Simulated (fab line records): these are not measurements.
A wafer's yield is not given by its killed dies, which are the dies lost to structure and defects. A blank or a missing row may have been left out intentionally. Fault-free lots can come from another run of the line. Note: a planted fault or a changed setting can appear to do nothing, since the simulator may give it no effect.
What tool caused it? :: flow nand_harc :: Sampling: 13 lots, 39 wafers, 5 of 1302 route steps

== WHAT EACH GAUGE READ, for each wafer ==
NHARC_A_SLIT_CD_MEAS_21. Usual: cd_nm 289.9 nm, standard deviation 0.7.
lot: L937
measured: day 20 20:21
on: cd_sem-03
cd_nm (nm): 289.5 290.2 290.2
flag: 

lot: L939
measured: day 21 07:17
on: cd_sem-02
cd_nm (nm): 290.1 290.0 290.1
flag: 

lot: L938
measured: day 21 08:40
on: cd_sem-03
cd_nm (nm): 290.7 290.3 289.7
flag: 

lot: L941
measured: day 21 22:48
on: cd_sem-01
cd_nm (nm): 288.9 290.0 290.5
flag: 

lot: L940
measured: day 22 00:33
on: cd_sem-01
cd_nm (nm): 290.0 289.8 290.3
flag: 

lot: L944
measured: day 23 12:26
on: cd_sem-02
cd_nm (nm): 290.3 290.1 289.2
flag: 

lot: L943
measured: day 23 16:02
on: cd_sem-01
cd_nm (nm): 289.7 289.7 289.7
flag: 

lot: L946
measured: day 24 02:38
on: cd_sem-03
cd_nm (nm): 289.7 290.0 289.4
flag: 

lot: L945
measured: day 24 05:30
on: cd_sem-02
cd_nm (nm): 290.6 290.1 289.2
flag: 

lot: L948
measured: day 24 23:12
on: cd_sem-01
cd_nm (nm): 289.3 288.7 290.4
flag: 

lot: L951
measured: day 27 01:24
on: cd_sem-01
cd_nm (nm): 290.5 289.1 289.1
flag: 

lot: L954
measured: day 27 12:58
on: cd_sem-03
cd_nm (nm): 289.9 290.3 290.3
flag: 

lot: L955
measured: day 27 21:25
on: cd_sem-03
cd_nm (nm): 290.0 289.3 290.5
flag: 

NHARC_A_SIN_REMOVE_INSPECT_04. Usual: raw_defect_count 403, standard deviation 100.
lot: L937
measured: day 21 02:59
on: defect_inspect-02
raw_defect_count: 556 373 320
flag: 

lot: L939
measured: day 21 13:50
on: defect_inspect-02
raw_defect_count: 543 474 491
flag: 

lot: L938
measured: day 21 13:50
on: defect_inspect-01
raw_defect_count: 367 342 325
flag: 

lot: L941
measured: day 22 05:28
on: defect_inspect-02
raw_defect_count: 368 390 417
flag: 

lot: L940
measured: day 22 07:14
on: defect_inspect-02
raw_defect_count: 325 286 334
flag: 

lot: L944
measured: day 23 19:04
on: defect_inspect-01
raw_defect_count: 396 301 305
flag: 

lot: L943
measured: day 23 23:02
on: defect_inspect-01
raw_defect_count: 493 452 333
flag: 

lot: L946
measured: day 24 09:18
on: defect_inspect-02
raw_defect_count: 521 530 557
flag: 

lot: L945
measured: day 24 12:09
on: defect_inspect-02
raw_defect_count: 501 295 308
flag: 

lot: L948
measured: day 25 05:46
on: defect_inspect-01
raw_defect_count: 323 606 449
flag: 

lot: L951
measured: day 27 06:46
on: defect_inspect-02
raw_defect_count: 286 370 319
flag: 

lot: L954
measured: day 27 19:10
on: defect_inspect-02
raw_defect_count: 272 300 250
flag: 

lot: L955
measured: day 28 04:06
on: defect_inspect-01
raw_defect_count: 304 306 399
flag: 

NHARC_END_SORT_01. Usual: killed_at_array 49, standard deviation 18; killed_at_other 0.7, standard deviation 1.1; killed_at_periphery 4.0, standard deviation 2.6; killed_dies 54, standard deviation 19; killed_open 3.4, standard deviation 1.7; killed_short 2.5, standard deviation 1.7.
lot: L939
measured: day 25 14:19
on: prober-02
killed_at_array: 62 66 58
killed_at_other: 0 2 0
killed_at_periphery: 2 3 2
killed_dies: 64 71 60
killed_open: 3 3 2
killed_short: 3 3 2
flag: 

lot: L944
measured: day 27 22:13
on: prober-01
killed_at_array: 42
killed_at_other: 3
killed_at_periphery: 1
killed_dies: 46
killed_open: 1
killed_short: 1
flag: 

lot: L946
measured: day 28 12:16
on: prober-01
killed_at_array: 64 90 66
killed_at_other: 0 0 1
killed_at_periphery: 6 4 6
killed_dies: 70 94 73
killed_open: 2 4 4
killed_short: 0 2 1
flag: 

== TOOL THAT RAN EACH LOT (tool first, then ch and the chambers of the sampled wafers, then the start) ==
lot: L937
NHARC_A_SLIT_ETCH_24: rie_diel-01 ch 0,1,2, day 20 14:10
NHARC_A_WL_FILL_ETCHBACK_04: rie_metal-02 ch 0,1, day 21 04:23

lot: L939
NHARC_A_SLIT_ETCH_24: rie_diel-10 ch 1,3, day 21 01:05
NHARC_A_WL_FILL_ETCHBACK_04: rie_metal-03 ch 0,1, day 21 15:11

lot: L938
NHARC_A_SLIT_ETCH_24: rie_diel-04 ch 1,2,3, day 21 02:06
NHARC_A_WL_FILL_ETCHBACK_04: rie_metal-02 ch 0,1, day 21 15:14

lot: L941
NHARC_A_SLIT_ETCH_24: rie_diel-01 ch 1,2, day 21 16:35
NHARC_A_WL_FILL_ETCHBACK_04: rie_metal-02 ch 0,1, day 22 07:05

lot: L940
NHARC_A_SLIT_ETCH_24: rie_diel-04 ch 0,1,3, day 21 18:17
NHARC_A_WL_FILL_ETCHBACK_04: rie_metal-01 ch 0, day 22 08:47

lot: L944
NHARC_A_SLIT_ETCH_24: rie_diel-01 ch 1,2, day 23 06:08
NHARC_A_WL_FILL_ETCHBACK_04: rie_metal-03 ch 0,1, day 23 20:26

lot: L943
NHARC_A_SLIT_ETCH_24: rie_diel-01 ch 0,1, day 23 09:46
NHARC_A_WL_FILL_ETCHBACK_04: rie_metal-03 ch 0, day 24 00:23

lot: L946
NHARC_A_SLIT_ETCH_24: rie_diel-04 ch 0,1,2, day 23 20:24
NHARC_A_WL_FILL_ETCHBACK_04: rie_metal-01 ch 0,1, day 24 10:52

lot: L945
NHARC_A_SLIT_ETCH_24: rie_diel-01 ch 0,2,3, day 23 22:53
NHARC_A_WL_FILL_ETCHBACK_04: rie_metal-02 ch 0,1, day 24 13:31

lot: L948
NHARC_A_SLIT_ETCH_24: rie_diel-10 ch 1,3, day 24 16:59
NHARC_A_WL_FILL_ETCHBACK_04: rie_metal-03 ch 0,1, day 25 07:09

lot: L951
NHARC_A_SLIT_ETCH_24: rie_diel-01 ch 1,2, day 26 17:31
NHARC_A_WL_FILL_ETCHBACK_04: rie_metal-03 ch 0,1, day 27 08:26

lot: L954
NHARC_A_SLIT_ETCH_24: rie_diel-04 ch 0,2,3, day 27 05:32
NHARC_A_WL_FILL_ETCHBACK_04: rie_metal-03 ch 0,1, day 27 22:12

lot: L955
NHARC_A_SLIT_ETCH_24: rie_diel-01 ch 1,2, day 27 15:13
NHARC_A_WL_FILL_ETCHBACK_04: rie_metal-03 ch 0,1, day 28 07:55
- NHARC_A_SLIT_ETCH_24: etches the open film in CF4/CHF3, target depth 121 nm, time 60.5 s.
- NHARC_A_WL_FILL_ETCHBACK_04: etches the open film in NF3, target depth 60 nm, time 120 s.

== WHAT THE TOOLS THEMSELVES READ (means of the sampled wafers that have a number; where no wafer has one, the mark that the record gives instead) ==
NHARC_A_SLIT_ETCH_24. Usual: bias_w 200.0 W, standard deviation 0.57; drypump_motor_current_A 5.8 A, standard deviation 0.39; oes_product_au 0.961 a.u., standard deviation 0.019; rf_vpp_V 370.9 V, standard deviation 1.9; showerhead_plenum_p_Torr 1.58 Torr, standard deviation 0.054; throttle_valve_pct 16.802 %, standard deviation 0.0089.
lot: L937
tool: rie_diel-01
bias_w (W): 199.5
drypump_motor_current_A (A): 5.9
oes_product_au (a.u.): 0.956
rf_vpp_V (V): 369.6
showerhead_plenum_p_Torr (Torr): 1.56
throttle_valve_pct (%): 16.797
flag: 

lot: L939
tool: rie_diel-10
bias_w (W): 199.9
drypump_motor_current_A (A): 5.7
oes_product_au (a.u.): 0.949
rf_vpp_V (V): 369.1
showerhead_plenum_p_Torr (Torr): 1.52
throttle_valve_pct (%): 16.801
flag: 

lot: L938
tool: rie_diel-04
bias_w (W): 199.8
drypump_motor_current_A (A): 5.6
oes_product_au (a.u.): 0.971
rf_vpp_V (V): 372.8
showerhead_plenum_p_Torr (Torr): 1.63
throttle_valve_pct (%): 16.807
flag: 

lot: L941
tool: rie_diel-01
bias_w (W): 199.8
drypump_motor_current_A (A): 6.0
oes_product_au (a.u.): 0.955
rf_vpp_V (V): 369.2
showerhead_plenum_p_Torr (Torr): 1.53
throttle_valve_pct (%): 16.805
flag: 

lot: L940
tool: rie_diel-04
bias_w (W): 199.8
drypump_motor_current_A (A): 5.7
oes_product_au (a.u.): 0.970
rf_vpp_V (V): 373.0
showerhead_plenum_p_Torr (Torr): 1.63
throttle_valve_pct (%): 16.803
flag: 

lot: L944
tool: rie_diel-01
bias_w (W): 199.7
drypump_motor_current_A (A): 6.1
oes_product_au (a.u.): 0.975
rf_vpp_V (V): 369.2
showerhead_plenum_p_Torr (Torr): 1.53
throttle_valve_pct (%): 16.803
flag: 

lot: L943
tool: rie_diel-01
bias_w (W): 199.6
drypump_motor_current_A (A): 6.1
oes_product_au (a.u.): 0.927
rf_vpp_V (V): 369.9
showerhead_plenum_p_Torr (Torr): 1.57
throttle_valve_pct (%): 16.805
flag: 

lot: L946
tool: rie_diel-04
bias_w (W): 199.8
drypump_motor_current_A (A): 5.4
oes_product_au (a.u.): 0.958
rf_vpp_V (V): 373.4
showerhead_plenum_p_Torr (Torr): 1.62
throttle_valve_pct (%): 16.805
flag: 

lot: L945
tool: rie_diel-01
bias_w (W): 199.9
drypump_motor_current_A (A): 5.8
oes_product_au (a.u.): 0.978
rf_vpp_V (V): 370.9
showerhead_plenum_p_Torr (Torr): 1.56
throttle_valve_pct (%): 16.801
flag: 

lot: L948
tool: rie_diel-10
bias_w (W): 199.8
drypump_motor_current_A (A): 5.6
oes_product_au (a.u.): 0.985
rf_vpp_V (V): 371.1
showerhead_plenum_p_Torr (Torr): 1.57
throttle_valve_pct (%): 16.798
flag: 

lot: L951
tool: rie_diel-01
bias_w (W): 200.4
drypump_motor_current_A (A): 5.7
oes_product_au (a.u.): 0.910
rf_vpp_V (V): 370.5
showerhead_plenum_p_Torr (Torr): 1.54
throttle_valve_pct (%): 16.806
flag: 

lot: L954
tool: rie_diel-04
bias_w (W): 200.0
drypump_motor_current_A (A): 5.5
oes_product_au (a.u.): 0.965
rf_vpp_V (V): 372.6
showerhead_plenum_p_Torr (Torr): 1.65
throttle_valve_pct (%): 16.800
flag: 

lot: L955
tool: rie_diel-01
bias_w (W): 200.2
drypump_motor_current_A (A): 6.0
oes_product_au (a.u.): 0.969
rf_vpp_V (V): 369.5
showerhead_plenum_p_Torr (Torr): 1.53
throttle_valve_pct (%): 16.803
flag: 

NHARC_A_WL_FILL_ETCHBACK_04. Usual: drypump_motor_current_A 5.4 A, standard deviation 0.5; oes_product_au 1.000 a.u., standard deviation 0.011; run_length_s 141.3 s, standard deviation 0.49.
lot: L937
tool: rie_metal-02
drypump_motor_current_A (A): 5.4
oes_product_au (a.u.): 0.992
run_length_s (s): 141.2
flag: 

lot: L939
tool: rie_metal-03
drypump_motor_current_A (A): 5.4
oes_product_au (a.u.): 1.014
run_length_s (s): 141.5
flag: 

lot: L938
tool: rie_metal-02
drypump_motor_current_A (A): 5.4
oes_product_au (a.u.): 0.986
run_length_s (s): 141.2
flag: 

lot: L941
tool: rie_metal-02
drypump_motor_current_A (A): 5.4
oes_product_au (a.u.): 0.994
run_length_s (s): 141.5
flag: 

lot: L940
tool: rie_metal-01
drypump_motor_current_A (A): 5.7
oes_product_au (a.u.): 1.014
run_length_s (s): 140.7
flag: 

lot: L944
tool: rie_metal-03
drypump_motor_current_A (A): 5.7
oes_product_au (a.u.): 1.002
run_length_s (s): 141.8
flag: 

lot: L943
tool: rie_metal-03
drypump_motor_current_A (A): 5.0
oes_product_au (a.u.): 1.018
run_length_s (s): 140.8
flag: 

lot: L946
tool: rie_metal-01
drypump_motor_current_A (A): 5.5
oes_product_au (a.u.): 1.003
run_length_s (s): 140.8
flag: 

lot: L945
tool: rie_metal-02
drypump_motor_current_A (A): 5.1
oes_product_au (a.u.): 0.987
run_length_s (s): 141.2
flag: 

lot: L948
tool: rie_metal-03
drypump_motor_current_A (A): 5.4
oes_product_au (a.u.): 1.014
run_length_s (s): 141.3
flag: 

lot: L951
tool: rie_metal-03
drypump_motor_current_A (A): 5.4
oes_product_au (a.u.): 1.002
run_length_s (s): 141.3
flag: 

lot: L954
tool: rie_metal-03
drypump_motor_current_A (A): 5.7
oes_product_au (a.u.): 0.991
run_length_s (s): 127.0
flag: OFF

lot: L955
tool: rie_metal-03
drypump_motor_current_A (A): 5.4
oes_product_au (a.u.): 0.999
run_length_s (s): 126.4
flag: OFF

== THE ANSWER, worked out from the rows above alone ==
Rule: a lot counts as off when the mean over its wafers that have a number is more than 3 standard deviations away from the usual mean. A lot without any number at a reading at which 4 lots or more have one is off too. Any other lot the step has rows for is counted as sound. After the gauges, taken in route order, come the tools' own readings; for these a lot's mean is taken, as printed above. The first step at which some lot is off is used, and at that step the reading that is off furthest; a lot without a number counts as furthest.
Off, at NHARC_A_WL_FILL_ETCHBACK_04 on run_length_s: L954, L955.
A tool fits if, at that step or a process step before it, it ran every lot that is off, and no sound lot after the first of them. One candidate fits, namely rie_metal-03 at NHARC_A_WL_FILL_ETCHBACK_04. A fault onset in the window from L951 (day 27 08:26, its last sound lot) to L954 (day 27 22:12, its first lot off) fits.
The tool's own readings at NHARC_A_WL_FILL_ETCHBACK_04 bear it out: on the lots that are off they differ by more than 5 times the standard deviation of the sound lots' means. run_length_s reads 126.7 s there against 141.2 s on the sound lots.

== WHAT THE SIMULATOR PUT IN ==
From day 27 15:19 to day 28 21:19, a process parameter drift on rie_metal-03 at NHARC_A_WL_FILL_ETCHBACK_04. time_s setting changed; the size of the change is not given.
Lots struck among those shown: L954, L955. This agrees with what the rule above found.
